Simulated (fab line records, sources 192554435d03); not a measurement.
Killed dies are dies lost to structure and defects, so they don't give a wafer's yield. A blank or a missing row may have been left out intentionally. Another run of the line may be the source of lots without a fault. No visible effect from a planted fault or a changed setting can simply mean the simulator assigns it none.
Split-lot experiment -- flow n5 finfet -- route with 1938 steps; 7 lots, 21 wafers read

== THE SPLIT ITSELF ==
At N5_BEOL_M0_SAQP_COAT_08 (resist thk 90 nm), the setting spin rpm was moved away from the recipe's 1500 rpm on 10 of the 21 wafers read, by -8.2% to +6.9%. All remaining wafers had this setting at the recipe value.

== FROM THE SPLIT TO THE READING: what the file shows between them, 3 steps ==
- N5_BEOL_M0_SAQP_EBR_10
- N5_BEOL_M0_SAQP_SOFTBAKE_09: time 60 s
- N5_BEOL_M0_SAQP_DESCUM_19: chemistry O2, time 7.9 s

== THE READING ==
CAR-ArF_of_BEOL_M0_SAQP_COAT_08.thk nm (the simulator's own value, which no gauge read), in nm, at N5_BEOL_M0_SAQP_ETCH_83 (etches SiARC in CF4, target depth 39 nm, time 65 s). The file gives no usual value for it. Across the 11 wafers here that went through the recipe, the average is 55.5 nm and the standard deviation 0.27 nm.

wafer,"tool, chamber at the split","spin rpm as run, rpm",against the recipe,"CAR-ArF_of_BEOL_M0_SAQP_COAT_08.thk nm, nm",against lot-mates on the recipe
L074.2,"litho track-05, 0",1500,recipe,55.6,-
L074.3,"litho track-05, 0",1407,-6.2%,58.2,+2.7
L074.6,"litho track-05, 0",1500,recipe,55.4,-
L075.1,"litho track-02, 0",1500,recipe,55.6,-
L075.6,"litho track-02, 0",1500,recipe,55.6,-
L075.4,"litho track-02, 0",1500,recipe,55.2,-
L086.3,"litho track-02, 0",1393,-7.1%,59,+3.5
L086.5,"litho track-02, 0",1500,recipe,55.2,-
L086.6,"litho track-02, 0",1500,recipe,55.8,-
L088.2,"litho track-05, 0",1500,recipe,55,-
L088.3,"litho track-05, 0",1458,-2.8%,56.4,+1.4
L088.6,"litho track-05, 0",1458,-2.8%,56.2,+1.2
L089.1,"litho track-05, 0",1500,recipe,55.4,-
L089.4,"litho track-05, 0",1604,+6.9%,52.4,-3.0
L089.6,"litho track-05, 0",1604,+6.9%,52.8,-2.6
L095.1,"litho track-02, 0",1500,recipe,56,-
L095.3,"litho track-02, 0",1377,-8.2%,60,+4.0
L095.4,"litho track-02, 0",1377,-8.2%,59.2,+3.2
L096.1,"litho track-05, 0",1500,recipe,55.6,-
L096.2,"litho track-05, 0",1573,+4.9%,53.4,-2.2
L096.6,"litho track-05, 0",1573,+4.9%,53.6,-2.0

THE FIT
A straight line over all 21 wafers: CAR-ArF_of_BEOL_M0_SAQP_COAT_08.thk nm changes by -0.451 nm for each +1% of spin rpm; r = -0.99; the points scatter about the line by 0.34 nm.
The same after taking each lot's own level away (the mean of its wafers on the recipe; 21 wafers): -0.435 nm for each +1%; r = -0.99; scatter 0.22 nm.
According to that fit, moving spin rpm by its largest amount changes the reading by 3.6 nm.
The span of the lots' own levels, 55.00 to 56.00 nm, comes to 3.6 times the standard deviation stated above.
So the lot-to-lot level changes the slope little: the two slopes agree.
Check: for one of the wafers moved furthest among these (-8.2%), held out of the fit, the line's prediction against its lot-mates is +3.52 nm. It came out at +4 nm against them.

== THE WHOLE CHAIN: every reading that the file lists as answering this split, in the file's order ==
step,what it does,reading,change (the file's fit),r (the file's)
N5_BEOL_M0_SAQP_COAT_08,resist thk 90 nm,"CAR-ArF_of_BEOL_M0_SAQP_COAT_08.thk nm (the simulator's own value, which no gauge read)",-0.456 nm for each +1% of the setting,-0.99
N5_BEOL_M0_SAQP_DESCUM_19,"chemistry O2, time 7.9 s","CAR-ArF_of_BEOL_M0_SAQP_COAT_08.thk nm (the simulator's own value, which no gauge read)",-0.452 nm for each +1% of the setting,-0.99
N5_BEOL_M0_SAQP_ETCH_83,"etches SiARC in CF4, target depth 39 nm, time 65 s","CAR-ArF_of_BEOL_M0_SAQP_COAT_08.thk nm (the simulator's own value, which no gauge read)",-0.442 nm for each +1% of the setting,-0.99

== THE FILE'S OWN FIT ==
CAR-ArF_of_BEOL_M0_SAQP_COAT_08.thk nm changes by -0.442 nm for each +1% of spin rpm, r = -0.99.
